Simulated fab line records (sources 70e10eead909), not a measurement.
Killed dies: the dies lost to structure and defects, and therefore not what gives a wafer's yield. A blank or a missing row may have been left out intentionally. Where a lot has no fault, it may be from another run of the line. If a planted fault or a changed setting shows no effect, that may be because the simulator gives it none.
fab line records    flow nand_harc
record: lots: 12  wafers: 36  last_day: 34
route steps=1302 shown A_CONTACT@1041
lots with no fault: from the same line, run without faults
start_h: hours from the record's opening day to when the first of the lot's shown wafers began    wait_h: hours from the lot's prior step to this one    " as in the row above    L1.1+2: a single row standing in for several wafers    - no value, or no start given    * or withheld: withheld    < > ~ a bound
route shown NAME@n: a module of which the file shows steps, and the number in the route of the first    usual: the fault-free wafers' mean and standard deviation    same: alike in all rows    chamber/n: place in a boat    sites: the reading at each site    _std_site: the values' standard deviation    _edge_site: outer sites' mean less inner sites'    radius_mm: how far each site lies from the wafer's centre    mask NAME#n: copy n    behind: the tool/chamber that last shaped the wafer    hold: why the lot was held/for how many hours/how that ended    device: transistor that didn't switch, given as n, p or np    end of line: the tests these same wafers got at the end of their route    step lacking rows: just its recipe    killed: dies that structure and defects cost at the first sort, which is not the same as the wafer's yield    map: a wafer's dies, x killed, . not, _ none there
set.NAME: the setting that was run; set.NAME@STEP: the one run at that earlier step    model.NAME: the simulator's own value behind a step, which no gauge read
route steps across a sampled set of lots; one table per step, one row per wafer
services: when a tool's chamber went out of use (start_h, in hours from the record's first day, below 0 if earlier), for how many hours, and the reason
== steps ==
step: NHARC_A_CONTACT_INSPECT_71
usual: raw_defect_count: 86/39
lot.wafer  tool               chamber  start_h  wait_h  raw_defect_count
L751.2     defect_inspect-01  -        491.61   0.0     58
L751.5     "                  -        "        "       63
L751.6     "                  -        "        "       53
L752.2     defect_inspect-02  -        510.22   0.0     75
L752.5     "                  -        "        "       68
L752.6     "                  -        "        "       77
L753.1     defect_inspect-01  -        528.00   0.0     100
L753.2     "                  -        "        "       108
L753.6     "                  -        "        "       94
L754.1     defect_inspect-01  -        535.10   0.0     123
L754.3     "                  -        "        "       88
L754.5     "                  -        "        "       130
L765.1     defect_inspect-02  -        632.76   0.0     108
L765.5     "                  -        "        "       106
L765.6     "                  -        "        "       101
L767.1     defect_inspect-02  -        647.77   0.0     110
L767.4     "                  -        "        "       114
L767.6     "                  -        "        "       103
L768.2     defect_inspect-01  -        685.72   0.0     19
L768.3     "                  -        "        "       36
L768.6     "                  -        "        "       27
L771.1     defect_inspect-02  -        699.83   0.0     40
L771.4     "                  -        "        "       39
L771.6     "                  -        "        "       43
L770.4     defect_inspect-02  -        703.16   0.0     140
L770.5     "                  -        "        "       101
L770.6     "                  -        "        "       128
L772.1     defect_inspect-01  -        717.25   0.0     59
L772.3     "                  -        "        "       60
L772.6     "                  -        "        "       62
L773.1     defect_inspect-02  -        732.46   0.0     103
L773.4     "                  -        "        "       78
L773.6     "                  -        "        "       102
L774.2     defect_inspect-01  -        751.68   0.0     101
L774.3     "                  -        "        "       113
L774.5     "                  -        "        "       100
step: NHARC_A_CONTACT_DESCUM_74
recipe: time_s: 3  o2_flow_sccm: 200  ar_flow_sccm: 0  bias_power_w: 0  chemistry: O2
usual: drypump_motor_current_A: 6.2/0.43  oes_product_au: 1.003/0.0086  rf_vpp_V: 57.5/0.8  showerhead_plenum_p_Torr: 1.89/0.081  throttle_valve_pct: 11.312/0.0095
lot.wafer  tool         chamber  start_h  wait_h  drypump_motor_current_A  oes_product_au  rf_hours_counter_h  rf_vpp_V  showerhead_plenum_p_Torr  throttle_valve_pct
L751.2     rie_diel-08  2        491.68   0.1     6.3                      0.998           34                  57.0      2.06                      11.295
L751.6     "            0        "        "       6.4                      1.005           -                   56.7      1.92                      11.321
L751.5     "            2        "        "       6.3                      1.001           -                   58.7      2.06                      11.315
L752.2     rie_diel-12  2        510.29   0.1     5.5                      1.009           10                  56.4      1.93                      11.330
L752.5     "            1        "        "       6.7                      0.992           -                   57.8      1.82                      11.313
L752.6     "            2        "        "       5.5                      0.995           -                   56.6      1.93                      11.303
L753.2     rie_diel-09  0        528.07   0.1     6.4                      1.000           5                   57.3      1.80                      11.316
L753.1     "            2        "        "       6.3                      0.985           7                   57.0      1.81                      11.316
L753.6     "            2        "        "       6.3                      0.999           -                   57.6      1.81                      11.339
L754.3     rie_diel-12  0        535.16   0.1     6.6                      1.000           12                  57.5      1.89                      11.320
L754.1     "            2        "        "       5.5                      1.017           14                  58.1      1.93                      11.322
L754.5     "            0        "        "       6.6                      1.005           -                   58.7      1.89                      11.324
L765.1     rie_diel-08  1        632.84   0.1     5.9                      1.003           26                  57.3      2.03                      11.316
L765.5     "            3        "        "       6.3                      1.013           -                   57.4      1.82                      11.314
L765.6     "            0        "        "       6.4                      1.001           -                   58.1      1.91                      11.297
L767.4     rie_diel-12  0        647.83   0.1     6.6                      0.989           3                   58.1      1.88                      11.322
L767.1     "            2        "        "       5.5                      0.994           4                   56.9      1.92                      11.312
L767.6     "            0        "        "       6.7                      0.997           -                   57.4      1.88                      11.301
L768.2     rie_diel-08  1        685.78   0.1     5.9                      1.013           46                  58.6      2.02                      11.295
L768.3     "            3        "        "       6.3                      1.021           44                  57.0      1.81                      11.312
L768.6     "            2        "        "       6.3                      1.024           -                   56.1      2.04                      11.313
L771.4     rie_diel-08  0        699.91   0.1     6.4                      0.994           46                  59.0      1.90                      11.308
L771.1     "            1        "        "       5.9                      1.004           49                  58.3      2.02                      11.310
L771.6     "            2        "        "       6.3                      1.000           -                   58.9      2.04                      11.313
L770.4     rie_diel-12  1        703.24   0.1     6.7                      0.999           12                  56.4      1.81                      11.313
L770.5     "            3        "        "       5.8                      1.007           -                   57.4      1.82                      11.326
L770.6     "            0        "        "       6.6                      0.988           -                   57.3      1.88                      11.309
L772.3     rie_diel-08  3        717.33   0.1     6.3                      1.007           57                  56.2      1.81                      11.325
L772.1     "            0        "        "       6.4                      1.001           54                  58.9      1.90                      11.314
L772.6     "            1        "        "       5.9                      1.023           -                   59.0      2.02                      11.311
L773.4     rie_diel-12  1        732.52   0.1     6.7                      0.993           17                  57.6      1.81                      11.306
L773.1     "            3        "        "       5.8                      1.003           14                  58.0      1.81                      11.305
L773.6     "            2        "        "       5.5                      1.002           -                   57.1      1.92                      11.308
L774.3     rie_diel-08  3        751.75   0.1     6.3                      1.021           8                   57.6      1.80                      11.298
L774.2     "            1        "        "       5.9                      1.012           6                   56.9      2.02                      11.321
L774.5     "            2        "        "       6.3                      1.007           -                   56.4      2.04                      11.317
step: NHARC_A_CONTACT_ETCH_133
recipe: source_w: withheld  pressure_mtorr: 20  bias_v: 400  time_s: 374  target_depth_a: 16100  ar_flow_sccm: withheld  c4f8_flow_sccm: 11.5  o2_flow_sccm: 7.2  chemistry: C4F8/O2/Ar
usual: run_length_s: 405.2/0.32
lot.wafer  tool             chamber  start_h  wait_h  rf_hours_counter_h  run_length_s
L751.2     har_cap_etch-03  1        495.26   0.2     41                  405.0
L751.6     "                0        "        "       -                   405.6
L751.5     "                1        "        "       -                   405.2
L752.2     har_cap_etch-03  0        513.74   0.1     46                  405.4
L752.6     "                0        "        "       -                   405.6
L752.5     "                1        "        "       -                   405.3
L753.1     har_cap_etch-01  0        531.50   0.1     4                   405.3
L753.2     "                1        "        "       4                   405.3
L753.6     "                0        "        "       -                   405.3
L754.1     har_cap_etch-03  1        538.38   0.2     50                  405.3
L754.3     "                0        "        "       -                   405.3
L754.5     "                0        "        "       -                   405.1
L765.1     har_cap_etch-03  0        636.52   0.2     69                  405.4
L765.5     "                0        "        "       -                   405.2
L765.6     "                1        "        "       -                   405.3
L767.1     har_cap_etch-01  1        650.98   0.1     25                  405.1
L767.4     "                1        "        "       -                   405.3
L767.6     "                1        "        "       -                   405.2
L768.2     har_cap_etch-02  1        689.20   0.2     120                 404.4
L768.3     "                1        "        "       -                   404.4
L768.6     "                1        "        "       -                   404.4
L771.1     har_cap_etch-03  1        703.13   0.2     79                  405.4
L771.4     "                1        "        "       -                   405.1
L771.6     "                1        "        "       -                   405.3
L770.4     har_cap_etch-01  0        706.52   0.2     -                   405.4
L770.6     "                0        "        "       -                   405.3
L770.5     "                1        "        "       -                   405.4
L772.1     har_cap_etch-03  1        720.54   0.2     82                  405.6
L772.3     "                0        "        "       -                   405.6
L772.6     "                0        "        "       -                   405.1
L773.1     har_cap_etch-03  1        736.30   0.2     83                  405.3
L773.4     "                1        "        "       -                   405.1
L773.6     "                1        "        "       -                   405.1
L774.2     har_cap_etch-03  0        755.09   0.2     87                  405.3
L774.3     "                0        "        "       -                   405.1
L774.5     "                1        "        "       -                   405.0
step: NHARC_A_CONTACT_ETCH_91
recipe: target_depth_a: 400  over_etch_frac: 0.5  time_s: 85.7  ion_energy_ev: 120  ch3f_flow_sccm: 50  o2_flow_sccm: 30  ar_flow_sccm: 200  rf_w: 500  bias_w: 100  chemistry: CH3F/O2
usual: drypump_motor_current_A: 6.2/0.44  oes_product_au: 0.936/0.023  rf_vpp_V: 243.7/1.6  run_length_s: 106.9/0.43  showerhead_plenum_p_Torr: 2.42/0.096  throttle_valve_pct: 20.663/0.0089
lot.wafer  tool         chamber  start_h  wait_h  drypump_motor_current_A  oes_product_au  rf_hours_counter_h  rf_vpp_V  run_length_s  showerhead_plenum_p_Torr  throttle_valve_pct
L751.2     rie_diel-12  1        495.98   0.6     6.8                      0.916           6                   241.0     106.5         2.34                      20.651
L751.6     "            1        "        "       6.8                      0.919           -                   243.4     106.9         2.34                      20.658
L751.5     "            2        "        "       5.5                      0.924           -                   244.3     106.6         2.48                      20.674
L752.2     rie_diel-12  3        514.55   0.7     5.8                      0.950           11                  242.7     106.3         2.35                      20.676
L752.5     "            3        "        "       5.8                      0.939           -                   242.8     106.8         2.35                      20.648
L752.6     "            1        "        "       6.7                      0.934           -                   242.4     106.9         2.34                      20.661
L753.1     rie_diel-12  0        532.29   0.7     6.7                      0.921           12                  242.9     107.6         2.43                      20.664
L753.2     "            1        "        "       6.7                      0.914           12                  243.2     107.3         2.34                      20.656
L753.6     "            0        "        "       6.6                      0.913           -                   243.5     107.3         2.43                      20.664
L754.3     rie_diel-12  1        539.11   0.6     6.8                      0.917           14                  242.7     106.8         2.34                      20.661
L754.1     "            3        "        "       5.8                      0.935           16                  243.3     106.4         2.35                      20.658
L754.5     "            1        "        "       6.8                      0.922           -                   241.4     107.0         2.34                      20.653
L765.1     rie_diel-08  0        637.49   0.9     6.4                      0.926           26                  243.9     107.1         2.45                      20.659
L765.5     "            1        "        "       5.9                      0.934           -                   245.7     106.7         2.60                      20.679
L765.6     "            2        "        "       6.3                      0.927           -                   248.0     106.6         2.63                      20.652
L767.4     rie_diel-12  0        651.77   0.6     6.7                      0.951           4                   244.8     107.2         2.42                      20.662
L767.1     "            2        "        "       5.6                      0.958           4                   245.7     79.7          2.47                      20.667
L767.6     "            0        "        "       6.6                      0.947           -                   245.8     107.7         2.42                      20.666
L768.2     rie_diel-09  3        690.09   0.8     6.0                      1.011           2                   246.2     105.9         2.52                      20.656
L768.3     "            0        "        "       6.4                      0.994           2                   241.6     106.7         2.30                      20.669
L768.6     "            3        "        "       6.0                      1.021           -                   244.2     106.2         2.52                      20.662
L771.1     rie_diel-09  2        703.85   0.6     6.3                      0.933           5                   242.5     107.3         2.31                      20.664
L771.4     "            0        "        "       6.4                      0.919           5                   240.7     107.0         2.30                      20.662
L771.6     "            3        "        "       6.0                      0.938           -                   245.1     106.2         2.52                      20.672
L770.4     rie_diel-09  2        707.21   0.6     6.3                      0.924           5                   242.8     106.6         2.31                      20.667
L770.6     "            3        "        "       6.0                      0.944           -                   243.9     106.1         2.52                      20.671
L770.5     "            0        "        "       6.4                      0.907           -                   241.3     106.8         2.30                      20.661
L772.3     rie_diel-08  0        721.27   0.6     6.4                      0.926           55                  242.7     107.4         2.44                      20.664
L772.1     "            2        "        "       6.3                      0.931           59                  245.1     107.1         2.61                      20.665
L772.6     "            0        "        "       6.4                      0.919           -                   245.4     106.9         2.44                      20.669
L773.4     rie_diel-12  3        737.24   0.6     5.8                      0.934           15                  242.8     106.2         2.33                      20.654
L773.1     "            1        "        "       6.7                      0.913           18                  244.1     107.2         2.33                      20.668
L773.6     "            0        "        "       6.7                      0.917           -                   244.1     107.9         2.41                      20.677
L774.3     rie_diel-08  1        755.80   0.5     5.9                      0.942           7                   245.6     106.7         2.59                      20.644
L774.2     "            0        "        "       6.4                      0.931           9                   246.7     106.9         2.43                      20.667
L774.5     "            2        "        "       6.3                      0.934           -                   247.3     106.6         2.61                      20.664
== services ==
tool             chamber  start_h  hours  kind
rie_diel-12      0        479.47   -      clean
rie_diel-12      1        487.93   6.1    repair
rie_diel-08      1        488.52   14.4   repair
har_cap_etch-01  -        497.00   17.0   pm
rie_diel-09      -        498.03   9.0    pm
rie_diel-12      0        508.71   7.2    repair
rie_diel-09      1        527.53   4.6    repair
rie_diel-08      -        547.21   9.0    pm
rie_diel-12      3        598.73   8.6    repair
rie_diel-08      3        608.46   5.6    repair
rie_diel-09      2        613.41   2.0    repair
rie_diel-08      0        613.68   2.7    repair
rie_diel-12      -        622.58   9.0    pm
rie_diel-12      2        654.34   7.6    repair
har_cap_etch-03  -        657.23   0.2    repair
rie_diel-08      -        671.24   1.1    repair
rie_diel-09      -        675.22   9.0    pm
rie_diel-08      -        685.94   0.4    repair
rie_diel-12      3        686.72   7.7    repair
rie_diel-12      3        723.42   5.7    repair
rie_diel-09      0        724.04   4.4    repair
rie_diel-08      -        724.21   9.0    pm
rie_diel-09      2        737.16   8.6    repair
rie_diel-09      0        742.31   3.9    repair
== key ==
first_sign: step: NHARC_A_CONTACT_ETCH_91  reading: run_length_s  direction: down  sigmas: 63  usual: *  struck: *
effect none on later readings
met_at NHARC_A_CONTACT_ETCH_91
struck_lots L767
struck_wafers L767.1
tester_left_out L767
not_acting_at NHARC_A_CONTACT_INSPECT_71,NHARC_A_CONTACT_DESCUM_74,NHARC_A_CONTACT_ETCH_133
onset_between 495.98 651.77
fault: kind: process_parameter_drift  tool: rie_diel-12  chamber: 2  onset_h: 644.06  steps: NHARC_A_CONTACT_ETCH_91  channel: time_s  offset: *  shape: step  end_h: 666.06  acts_in: *  stated: *
tester_left_out: of these lots the tester's yield and bins aren't shown, on N5 and GAA mostly nor the transistor test; their killed dies are dies lost to structure and defects alone, not to doping, threshold or leakage, so they don't give the yield
